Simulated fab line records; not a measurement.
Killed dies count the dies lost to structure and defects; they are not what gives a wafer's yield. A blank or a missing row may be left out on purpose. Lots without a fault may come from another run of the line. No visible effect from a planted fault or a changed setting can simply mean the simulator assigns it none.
fab line records	flow nand_harc
[record] lots = 6	wafers = 18	last_day = 25
route steps=1159 shown A_CONTACT@947 END@1159
lots untouched by any fault: they come from a run of this same line in which no faults occurred
start_h: hours from the record's opening day to when the first of the lot's shown wafers began	wait_h: hours since the lot's step before	" unchanged from the row above	L1.1+2: a row that stands for several wafers	- no value, or no start given	* or withheld: withheld	< > ~ a bound
route shown NAME@n: a module of which the file shows steps, and the number in the route of the first	usual: the fault-free wafers' mean and standard deviation	same: alike in all rows	chamber/n: place in a boat	sites: readings site by site	_std_site: standard deviation of those values	_edge_site: outer sites' mean less inner sites'	radius_mm: for every site, how far away it sits from the centre of the wafer	mask NAME#n: copy n	behind: tool/chamber where the wafer was last shaped	hold: what put the lot on hold/how long, in hours/how the hold closed	device: the n, p or np transistor that did not switch	end of line: the tests these same wafers got at the end of their route	a step given without rows: its recipe and nothing more	killed: count of dies lost to structure and defects at first sort (not the wafer's yield)	map: per-die view of a wafer (x killed, . not killed, _ where there is no die)
set.NAME: setting as actually run; set.NAME@STEP: the setting as run at that earlier step	model.NAME: the simulator's own value behind a step, which no gauge read
lots at selected steps of the route; one table per step, one row per wafer
services: the hour from which a tool's chamber was out of use, counted from the record's first day as start_h (under 0 if before that day), plus the number of hours and why
[[steps]]
[step NHARC_A_CONTACT_ETCH_138]
[recipe] source_w = withheld	pressure_mtorr = 20	bias_v = 3000	time_s = 132	target_depth_a = 12890	ar_flow_sccm = withheld	c4f8_flow_sccm = withheld	o2_flow_sccm = withheld	chemistry = C4F8/O2/Ar
[step NHARC_A_CONTACT_ETCH_139]
[recipe] source_w = withheld	pressure_mtorr = 20	bias_v = 400	time_s = 137	target_depth_a = 5900	ar_flow_sccm = withheld	c4f8_flow_sccm = 11.5	o2_flow_sccm = 7.2	chemistry = C4F8/O2/Ar
[usual] chamber_pressure_mTorr = 19.999/0.019	oes_air_line_au = 0.999/0.021
[same] time_s = 137
lot.wafer	tool	chamber	start_h	wait_h	chamber_pressure_mTorr	oes_air_line_au	rf_hours_counter_h
L919.2	har_cap_etch-03	1	412.64	0.1	20.019	0.997	92
L919.4	"	1	"	"	20.035	0.990	-
L919.6	"	1	"	"	19.996	0.989	-
L923.2	har_cap_etch-03	0	448.28	0.1	19.988	1.045	96
L923.3	"	1	"	"	20.004	1.001	-
L923.6	"	0	"	"	20.002	1.024	-
L929.2	har_cap_etch-01	0	485.61	0.1	20.011	0.966	75
L929.3	"	0	"	"	20.025	0.980	-
L929.5	"	1	"	"	19.994	0.976	-
L930.2	har_cap_etch-03	1	486.93	0.1	19.991	1.010	105
L930.4	"	1	"	"	20.010	0.999	-
L930.5	"	1	"	"	19.976	0.972	-
L932.1	har_cap_etch-02	1	492.87	0.1	20.010	1.005	30
L932.3	"	1	"	"	20.009	0.987	-
L932.4	"	0	"	"	19.969	1.021	-
L937.1	har_cap_etch-03	1	528.21	0.1	19.996	1.031	113
L937.3	"	0	"	"	19.996	1.017	-
L937.4	"	1	"	"	20.001	1.049	-
[step NHARC_A_CONTACT_ETCH_92]
[recipe] target_depth_a = 400	over_etch_frac = 0.5	time_s = 85.7	ion_energy_ev = 120	ch3f_flow_sccm = 50	o2_flow_sccm = 30	ar_flow_sccm = 200	rf_w = 500	bias_w = 100	chemistry = CH3F/O2
[usual] chamber_pressure_mTorr = 25.000/0.023	drypump_motor_current_A = 5.9/0.44	oes_product_au = 0.941/0.03	rf_vpp_V = 244.0/1.4	showerhead_plenum_p_Torr = 2.44/0.079	throttle_valve_pct = 20.663/0.0095
[same] time_s = 85.7
lot.wafer	tool	chamber	start_h	wait_h	chamber_pressure_mTorr	drypump_motor_current_A	oes_product_au	rf_hours_counter_h	rf_vpp_V	showerhead_plenum_p_Torr	throttle_valve_pct
L919.2	rie_diel-06	3	413.07	0.4	25.007	6.1	0.941	65	244.6	2.49	20.656
L919.4	"	0	"	"	24.998	6.2	0.914	65	244.9	2.49	20.667
L919.6	"	1	"	"	25.035	5.7	0.927	-	244.7	2.43	20.665
L923.3	rie_diel-03	2	448.71	0.3	25.005	5.6	0.941	9	246.2	2.61	20.659
L923.2	"	3	"	"	25.010	5.8	0.920	7	244.6	2.47	20.671
L923.6	"	1	"	"	25.021	5.7	0.920	-	242.3	2.33	20.672
L929.2	rie_diel-06	3	486.03	0.4	24.963	6.1	1.003	23	244.1	2.48	20.652
L929.3	"	1	"	"	24.969	5.8	1.006	22	243.2	2.42	20.681
L929.5	"	3	"	"	24.986	6.1	1.007	-	242.8	2.48	20.662
L930.4	rie_diel-03	0	487.31	0.3	25.012	6.4	0.931	15	243.1	2.40	20.636
L930.2	"	2	"	"	24.978	5.6	0.913	16	246.4	2.61	20.654
L930.5	"	3	"	"	24.991	5.8	0.913	-	244.4	2.47	20.646
L932.4	rie_diel-06	3	493.29	0.3	25.022	6.1	0.928	25	245.3	2.48	20.658
L932.3	"	0	"	"	25.004	6.2	0.941	24	244.8	2.48	20.669
L932.1	"	1	"	"	24.977	5.7	0.945	23	243.4	2.42	20.663
L937.3	rie_diel-10	2	528.59	0.3	25.044	6.2	0.930	60	247.4	2.48	20.682
L937.1	"	3	"	"	25.020	5.2	0.920	65	242.6	2.33	20.638
L937.4	"	0	"	"	24.958	5.5	0.942	71	244.5	2.50	20.664
[step NHARC_A_CONTACT_ETCH_98]
[recipe] target_depth_a = 200	over_etch_frac = 0.5	time_s = 10	ion_energy_ev = 250	c4f6_flow_sccm = 25	o2_flow_sccm = 20	ar_flow_sccm = 500	rf_w = 600	bias_w = 500	chemistry = C4F6/O2
[usual] chamber_pressure_mTorr = 29.997/0.028	drypump_motor_current_A = 5.9/0.44	oes_product_au = 0.964/0.023	rf_vpp_V = 546.3/2.7	showerhead_plenum_p_Torr = 3.90/0.13	throttle_valve_pct = 26.903/0.0096
[same] time_s = 10
lot.wafer	tool	chamber	start_h	wait_h	chamber_pressure_mTorr	drypump_motor_current_A	oes_product_au	rf_hours_counter_h	rf_vpp_V	showerhead_plenum_p_Torr	throttle_valve_pct
L919.4	rie_diel-06	2	-	-	29.992	5.5	0.982	60	544.9	3.80	26.913
L919.2	"	0	"	"	30.004	6.2	0.950	65	547.0	3.97	26.899
L919.6	"	2	"	"	30.035	5.4	0.974	-	544.5	3.80	26.898
L923.2	rie_diel-03	2	-	-	30.018	5.6	0.939	9	552.3	4.15	26.915
L923.3	"	3	"	"	30.024	5.8	0.937	7	548.1	3.94	26.903
L923.6	"	2	"	"	30.006	5.6	0.946	-	552.8	4.15	26.920
L929.3	rie_diel-06	1	-	-	29.988	5.8	1.005	22	547.8	3.87	26.917
L929.2	"	2	"	"	29.985	5.4	1.005	23	542.5	3.78	26.909
L929.5	"	3	"	"	30.006	6.2	1.012	-	548.5	3.96	26.907
L930.4	rie_diel-03	3	-	-	29.987	5.8	0.945	14	546.8	3.94	26.929
L930.2	"	0	"	"	30.001	6.4	0.947	15	546.1	3.84	26.906
L930.5	"	3	"	"	30.031	5.8	0.943	-	547.2	3.94	26.907
L932.1	rie_diel-06	1	-	-	30.003	5.8	0.948	23	545.3	3.87	26.884
L932.4	"	2	"	"	29.972	5.4	0.954	25	543.3	3.78	26.900
L932.3	"	0	"	"	30.009	6.2	0.945	24	546.9	3.95	26.905
L937.4	rie_diel-10	1	-	-	30.024	6.7	0.947	45	542.8	3.77	26.897
L937.1	"	3	"	"	30.031	5.2	0.949	65	544.6	3.73	26.913
L937.3	"	0	"	"	29.983	5.5	0.985	71	546.7	3.98	26.907
[step NHARC_A_CONTACT_CD_MEAS_15]
[usual] cd_nm = 90.0/0.52
lot.wafer	tool	chamber	start_h	wait_h	cd_nm
L919.2	cd_sem-01	-	413.29	-	90.1
L919.4	"	-	"	"	89.6
L919.6	"	-	"	"	89.2
L923.2	cd_sem-03	-	448.90	-	89.6
L923.3	"	-	"	"	89.7
L923.6	"	-	"	"	90.2
L929.2	cd_sem-02	-	486.23	-	89.7
L929.3	"	-	"	"	90.5
L929.5	"	-	"	"	89.7
L930.2	cd_sem-03	-	487.51	-	89.8
L930.4	"	-	"	"	89.3
L930.5	"	-	"	"	89.4
L932.1	cd_sem-03	-	493.49	-	89.6
L932.3	"	-	"	"	90.0
L932.4	"	-	"	"	88.4
L937.1	cd_sem-03	-	528.80	-	90.2
L937.3	"	-	"	"	90.0
L937.4	"	-	"	"	89.9
[step NHARC_A_CONTACT_STRIP_107]
[recipe] n2_flow_sccm = 150	h2_flow_sccm = 150	ar_flow_sccm = 0	bias_w = 0	chemistry = N2/H2
[step NHARC_A_CONTACT_STRIP_108]
[recipe] cf4_flow_sccm = 100	chf3_flow_sccm = 30	ar_flow_sccm = 0	bias_w = 0	chemistry = CF4/CHF3
[step NHARC_A_CONTACT_STRIP_109]
[recipe] o2_flow_sccm = 400	cos_flow_sccm = 20	ar_flow_sccm = 0	bias_w = 0	chemistry = O2/COS
[step NHARC_A_CONTACT_ETCH_110]
[recipe] target_depth_a = 500	overetch_a = 50	time_s = 27.5	ion_energy_ev = 100	cf4_flow_sccm = 80	o2_flow_sccm = 20	ar_flow_sccm = 0	rf_w = 300	bias_w = 100	chemistry = CF4/O2
[usual] chamber_pressure_mTorr = 30.003/0.026	drypump_motor_current_A = 5.9/0.38	oes_product_au = 1.000/0.0081	rf_vpp_V = 197.7/1.2	showerhead_plenum_p_Torr = 1.33/0.049	throttle_valve_pct = 13.398/0.0083
[same] time_s = 27.5
lot.wafer	tool	chamber	start_h	wait_h	chamber_pressure_mTorr	drypump_motor_current_A	oes_product_au	rf_hours_counter_h	rf_vpp_V	showerhead_plenum_p_Torr	throttle_valve_pct
L919.4	rie_diel-06	1	413.58	0.1	30.001	5.7	1.004	60	197.4	1.32	13.397
L919.2	"	3	"	"	29.959	6.1	1.005	65	198.9	1.35	13.398
L919.6	"	1	"	"	29.981	5.8	1.005	-	197.6	1.32	13.387
L923.2	rie_diel-03	3	449.25	0.1	29.990	5.8	0.999	7	198.7	1.34	13.401
L923.3	"	0	"	"	29.982	6.4	0.989	7	198.0	1.31	13.392
L923.6	"	3	"	"	30.005	5.8	0.993	-	199.2	1.34	13.402
L929.2	rie_diel-10	2	486.64	0.1	29.974	6.2	0.991	41	198.2	1.35	13.389
L929.3	"	3	"	"	30.003	5.1	0.986	48	196.6	1.27	13.406
L929.5	"	2	"	"	29.964	6.2	0.998	-	198.6	1.35	13.410
L930.4	rie_diel-03	3	487.81	0.1	29.985	5.8	1.001	14	197.1	1.34	13.408
L930.2	"	0	"	"	30.004	6.4	0.999	15	198.2	1.30	13.404
L930.5	"	1	"	"	30.015	5.7	1.007	-	194.2	1.26	13.406
L932.3	rie_diel-03	2	493.87	0.1	30.010	5.5	1.001	16	200.2	1.42	13.389
L932.4	"	3	"	"	29.996	5.7	0.987	14	197.0	1.34	13.391
L932.1	"	0	"	"	29.959	6.4	1.006	15	196.8	1.30	13.393
L937.3	rie_diel-10	2	529.14	0.1	30.002	6.2	0.996	61	198.5	1.35	13.390
L937.4	"	3	"	"	30.025	5.2	1.001	65	197.3	1.26	13.401
L937.1	"	1	"	"	30.000	6.7	1.012	45	196.1	1.28	13.395
[step NHARC_A_CONTACT_STRIP_26]
[recipe] o2_flow_sccm = 500	ar_flow_sccm = 0	bias_w = 0	chemistry = O2
[step NHARC_A_CONTACT_STRIP_27]
[recipe] time_s = 600	temp_c = 30	chemistry = post_etch_residue_remover
[step NHARC_A_CONTACT_ALD_18]
[recipe] target_thk_a = 30	pulse_time_s = 1	ald_cycles = 150	temp_c = 450	material = TiN
[usual] heater_power_w = 1109/110	precursor_pulse_height_rel = 1.003/0.022
lot.wafer	tool	chamber	start_h	wait_h	heater_power_w	precursor_pulse_height_rel
L919.4	ald_metal-03	1	414.24	-	1128	1.031
L919.2	"	2	"	"	1063	0.992
L919.6	"	0	"	"	1364	0.953
L923.2	ald_metal-03	3	449.89	-	1119	0.994
L923.3	"	0	"	"	1366	1.031
L923.6	"	3	"	"	1145	1.002
L929.3	ald_metal-02	3	487.36	-	1186	1.044
L929.2	"	0	"	"	974	0.984
L929.5	"	2	"	"	986	0.978
L930.4	ald_metal-01	3	488.47	-	1125	0.990
L930.2	"	0	"	"	1067	0.949
L930.5	"	2	"	"	1188	0.977
L932.1	ald_metal-02	1	494.51	-	1122	1.031
L932.3	"	3	"	"	1232	1.001
L932.4	"	0	"	"	968	0.986
L937.3	ald_metal-02	0	529.82	-	963	1.048
L937.4	"	1	"	"	1102	0.995
L937.1	"	2	"	"	1008	0.983
[step NHARC_A_CONTACT_CVD_19]
[recipe] target_thk_a = 3000	temp_c = 300	pressure_torr = 40	wf6_flow_sccm = 40	h2_flow_sccm = 1600	ar_flow_sccm = 1560	time_s = 802	material = W
[usual] chamber_pressure_Torr = 39.99/0.088	heater_power_outer_w = 262/29	heater_power_w = 460/41	throttle_valve_pct = 8.04/0.24	time_s = 802/0
lot.wafer	tool	chamber	start_h	wait_h	chamber_pressure_Torr	heater_power_outer_w	heater_power_w	throttle_valve_pct	time_s
L919.2	cvd_w-02	0	414.43	-	39.99	252	455	7.93	802
L919.4	"	1	"	"	40.11	313	510	7.81	802
L919.6	"	0	"	"	40.08	257	450	8.20	802
L923.2	cvd_w-01	1	450.24	-	39.86	233	402	8.17	802
L923.3	"	1	"	"	39.91	232	420	8.20	802
L923.6	"	0	"	"	39.87	256	444	8.25	802
L929.2	cvd_w-01	1	493.40	-	-	-	-	-	-
L929.3	"	0	"	"	-	-	-	-	-
L929.5	"	0	"	"	-	-	-	-	-
L930.2	cvd_w-01	1	494.03	-	-	-	-	-	-
L930.4	"	0	"	"	-	-	-	-	-
L930.5	"	0	"	"	-	-	-	-	-
L932.1	cvd_w-02	0	495.79	-	39.90	256	454	8.17	802
L932.4	"	0	"	"	39.98	254	458	8.25	802
L932.3	"	1	"	"	39.93	311	534	7.95	802
L937.1	cvd_w-02	0	530.16	-	40.03	254	454	7.97	802
L937.3	"	0	"	"	40.02	260	450	8.26	802
L937.4	"	1	"	"	40.02	306	514	8.13	802
[step NHARC_A_CONTACT_CMP_20]
[recipe] t_overpolish_s = 30	target_thk_nm = 300
[usual] motor_current_A = 11.4/1	overpolish_run_s = 30.000/0.0092	slurry_flow_ml_min = 150.0/0.47	time_to_endpoint_s = 58.9/2.9
lot.wafer	tool	chamber	start_h	wait_h	motor_current_A	overpolish_run_s	slurry_flow_ml_min	time_to_endpoint_s
L919.2	cmp-01	2	415.36	0.8	11.1	30.005	149.6	61.7
L919.4	"	3	"	"	13.0	30.001	150.0	57.8
L919.6	"	0	"	"	12.3	30.009	149.8	61.0
L923.2	cmp-04	2	451.05	0.7	12.9	29.993	150.2	55.2
L923.3	"	3	"	"	11.4	30.005	149.6	53.0
L923.6	"	2	"	"	13.5	29.993	150.2	55.1
L929.2	cmp-04	3	494.20	0.7	11.4	30.005	150.5	0.0
L929.3	"	1	"	"	9.4	30.003	149.9	0.0
L929.5	"	0	"	"	10.2	29.995	150.8	0.0
L930.2	cmp-01	0	494.95	0.8	12.3	29.998	149.9	0.6
L930.4	"	2	"	"	11.0	30.000	150.0	2.1
L930.5	"	0	"	"	12.8	30.017	149.2	0.0
L932.4	cmp-01	0	496.70	0.5	12.0	29.998	150.4	62.0
L932.1	"	2	"	"	11.1	29.997	149.4	64.7
L932.3	"	3	"	"	12.7	30.013	149.7	59.0
L937.4	cmp-04	2	531.07	0.4	13.0	30.001	150.0	60.5
L937.3	"	3	"	"	11.7	30.006	150.0	59.0
L937.1	"	0	"	"	9.8	29.991	149.7	57.6
[step NHARC_END_SORT_01]
[recipe] temp_c = 25
[usual] killed_at_array = 29/11	killed_at_other = 0.5/0.8	killed_at_periphery = 3.5/2.8	killed_dies = 33/12	killed_open = 3.1/1.8	killed_short = 1.8/1.4
[same] gross_dies = 677
lot.wafer	tool	chamber	start_h	wait_h	killed_at_array	killed_at_other	killed_at_periphery	killed_dies	killed_open	killed_short
L930.2	prober-02	0	543.43	2.8	674	0	3	677	3	4
L930.4	prober-02	0	545.02	3.4	674	0	3	677	6	4
L930.5	prober-02	0	545.82	3.7	675	0	2	677	0	2
L929.2	prober-02	0	551.22	2.8	677	0	0	677	5	0
L929.3	prober-02	0	552.02	3.1	675	0	2	677	4	2
L929.5	prober-02	0	553.62	3.7	676	0	1	677	3	2
// killed by level:class
L930.2 A_CONTACT:area_cvd=640 A_CHANNEL_HOLE_D1:chamber_film_flake=17 A_STAIRCASE:chamber_film_flake=5 A_CONTACT:chamber_film_flake=3 A_M0:geometric_particle:short=2 A_CHANNEL_FILL_D1:chamber_film_flake=2 A_SLIT:chamber_film_flake=2 P_GATE:geometric_particle:open=1
L930.4 A_CONTACT:area_cvd=641 A_CHANNEL_HOLE_D1:chamber_film_flake=19 A_ONON_D1:geometric_particle:short=2 A_M0:geometric_particle:open=2 A_CONTACT:chamber_film_flake=2 P_CONTACT:geometric_particle:open=1 A_ONON_D1:geometric_particle:open=1 A_CHANNEL_FILL_D1:geometric_particle:short=1
L930.5 A_CONTACT:area_cvd=642 A_CHANNEL_HOLE_D1:chamber_film_flake=15 A_CONTACT:chamber_film_flake=7 A_SLIT:chamber_film_flake=4 A_STAIRCASE:chamber_film_flake=3 A_CHANNEL_FILL_D1:chamber_film_flake=2 P_M2:geometric_particle:short=1 A_CHANNEL_HOLE_D1:geometric_particle:short=1
L929.2 A_CONTACT:area_cvd=637 A_SLIT:chamber_film_flake=17 A_CHANNEL_HOLE_D1:chamber_film_flake=8 A_CHANNEL_FILL_D1:chamber_film_flake=3 A_STAIRCASE:chamber_film_flake=3 A_BLC:geometric_particle:open=2 A_M0:geometric_particle:open=2 A_ZERO_WELL:chamber_film_flake=2
L929.3 A_CONTACT:area_cvd=637 A_SLIT:chamber_film_flake=18 A_STAIRCASE:chamber_film_flake=7 A_CHANNEL_HOLE_D1:chamber_film_flake=4 A_CHANNEL_FILL_D1:chamber_film_flake=2 P_GATE:geometric_particle:open=1 P_M0:geometric_particle:open=1 A_CHANNEL_FILL_D1:geometric_particle:short=1
L929.5 A_CONTACT:area_cvd=641 A_SLIT:chamber_film_flake=16 A_CHANNEL_HOLE_D1:chamber_film_flake=5 A_STAIRCASE:chamber_film_flake=4 A_CONTACT:geometric_particle:open=2 A_CHANNEL_FILL_D1:chamber_film_flake=2 A_CONTACT:chamber_film_flake=2 A_CHANNEL_HOLE_D1:geometric_particle:short=1
// map L929.2 (x killed, . not)
____________x____________
_________xxxxxxx_________
_______xxxxxxxxxxx_______
______xxxxxxxxxxxxx______
_____xxxxxxxxxxxxxxx_____
____xxxxxxxxxxxxxxxxx____
____xxxxxxxxxxxxxxxxx____
___xxxxxxxxxxxxxxxxxxx___
___xxxxxxxxxxxxxxxxxxx___
__xxxxxxxxxxxxxxxxxxxxx__
__xxxxxxxxxxxxxxxxxxxxx__
_xxxxxxxxxxxxxxxxxxxxxxx_
_xxxxxxxxxxxxxxxxxxxxxxx_
_xxxxxxxxxxxxxxxxxxxxxxx_
_xxxxxxxxxxxxxxxxxxxxxxx_
_xxxxxxxxxxxxxxxxxxxxxxx_
xxxxxxxxxxxxxxxxxxxxxxxxx
xxxxxxxxxxxxxxxxxxxxxxxxx
xxxxxxxxxxxxxxxxxxxxxxxxx
xxxxxxxxxxxxxxxxxxxxxxxxx
xxxxxxxxxxxxxxxxxxxxxxxxx
_xxxxxxxxxxxxxxxxxxxxxxx_
_xxxxxxxxxxxxxxxxxxxxxxx_
_xxxxxxxxxxxxxxxxxxxxxxx_
_xxxxxxxxxxxxxxxxxxxxxxx_
_xxxxxxxxxxxxxxxxxxxxxxx_
__xxxxxxxxxxxxxxxxxxxxx__
__xxxxxxxxxxxxxxxxxxxxx__
___xxxxxxxxxxxxxxxxxxx___
___xxxxxxxxxxxxxxxxxxx___
____xxxxxxxxxxxxxxxxx____
____xxxxxxxxxxxxxxxxx____
_____xxxxxxxxxxxxxxx_____
______xxxxxxxxxxxxx______
_______xxxxxxxxxxx_______
_________xxxxxxx_________
____________x____________
// map L930.2 (x killed, . not)
____________x____________
_________xxxxxxx_________
_______xxxxxxxxxxx_______
______xxxxxxxxxxxxx______
_____xxxxxxxxxxxxxxx_____
____xxxxxxxxxxxxxxxxx____
____xxxxxxxxxxxxxxxxx____
___xxxxxxxxxxxxxxxxxxx___
___xxxxxxxxxxxxxxxxxxx___
__xxxxxxxxxxxxxxxxxxxxx__
__xxxxxxxxxxxxxxxxxxxxx__
_xxxxxxxxxxxxxxxxxxxxxxx_
_xxxxxxxxxxxxxxxxxxxxxxx_
_xxxxxxxxxxxxxxxxxxxxxxx_
_xxxxxxxxxxxxxxxxxxxxxxx_
_xxxxxxxxxxxxxxxxxxxxxxx_
xxxxxxxxxxxxxxxxxxxxxxxxx
xxxxxxxxxxxxxxxxxxxxxxxxx
xxxxxxxxxxxxxxxxxxxxxxxxx
xxxxxxxxxxxxxxxxxxxxxxxxx
xxxxxxxxxxxxxxxxxxxxxxxxx
_xxxxxxxxxxxxxxxxxxxxxxx_
_xxxxxxxxxxxxxxxxxxxxxxx_
_xxxxxxxxxxxxxxxxxxxxxxx_
_xxxxxxxxxxxxxxxxxxxxxxx_
_xxxxxxxxxxxxxxxxxxxxxxx_
__xxxxxxxxxxxxxxxxxxxxx__
__xxxxxxxxxxxxxxxxxxxxx__
___xxxxxxxxxxxxxxxxxxx___
___xxxxxxxxxxxxxxxxxxx___
____xxxxxxxxxxxxxxxxx____
____xxxxxxxxxxxxxxxxx____
_____xxxxxxxxxxxxxxx_____
______xxxxxxxxxxxxx______
_______xxxxxxxxxxx_______
_________xxxxxxx_________
____________x____________
[[services]]
tool	chamber	start_h	hours	kind
rie_diel-03	-	392.30	9.0	pm
rie_diel-03	0	392.30	9.0	vent_cycle
rie_diel-10	3	398.31	5.8	repair
cmp-04	-	399.10	4.0	pm
rie_diel-10	1	399.69	8.5	repair
har_cap_etch-02	-	401.11	1.1	repair
rie_diel-03	3	401.32	3.5	repair
cmp-04	-	416.64	4.9	repair
rie_diel-06	-	418.74	9.0	pm
rie_diel-10	1	423.64	45.3	repair
rie_diel-03	0	431.07	6.7	repair
rie_diel-10	0	436.05	3.7	repair
cmp-04	-	463.63	4.2	repair
har_cap_etch-02	-	465.26	1.0	repair
cmp-01	-	473.80	4.0	pm
cvd_w-01	-	475.41	13.0	pm
ald_metal-03	2	481.79	8.7	repair
cmp-04	-	497.10	4.0	pm
rie_diel-06	2	498.54	2.2	repair
ald_metal-03	-	500.00	10.0	pm
rie_diel-06	2	510.94	10.1	repair
cmp-01	-	516.75	0.8	repair
ald_metal-01	2	520.44	18.5	repair
rie_diel-10	-	530.58	9.0	pm
[[key]]
[first_sign] step = NHARC_A_CONTACT_CVD_19	reading = tool_record	direction = missing
[effect] step = NHARC_A_CONTACT_CMP_20	reading = time_to_endpoint_s	direction = down	sigmas = 20	usual = *	struck = *
[effect] step = NHARC_END_SORT_01	reading = killed_at_array	direction = up	sigmas = 57	usual = 29	struck = 675
[more_kills_born_at] NHARC_A_CONTACT_CVD_19@cvd_w-01 = 3838
met_at NHARC_A_CONTACT_CVD_19
struck_wafers L929.2,L929.3,L929.5,L930.2,L930.4,L930.5
later_rows_left_out L929.2,L929.3,L929.5,L930.2,L930.4,L930.5
tester_left_out L929,L930
onset_between 450.24 493.40
[fault] kind = skipped_step_whole	tool = cvd_w-01	chamber = -	onset_h = 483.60	steps = NHARC_A_CONTACT_CVD_19	scope = struck_lots_only
// tester_left_out: of these lots the tester's yield and bins aren't shown, on N5 and GAA mostly nor the transistor test; their killed dies are dies lost to structure and defects alone, not to doping, threshold or leakage, so they don't give the yield
// later_rows_left_out: the simulator's readings of these wafers behind a module that went badly wrong aren't trusted and aren't shown, but for the sort
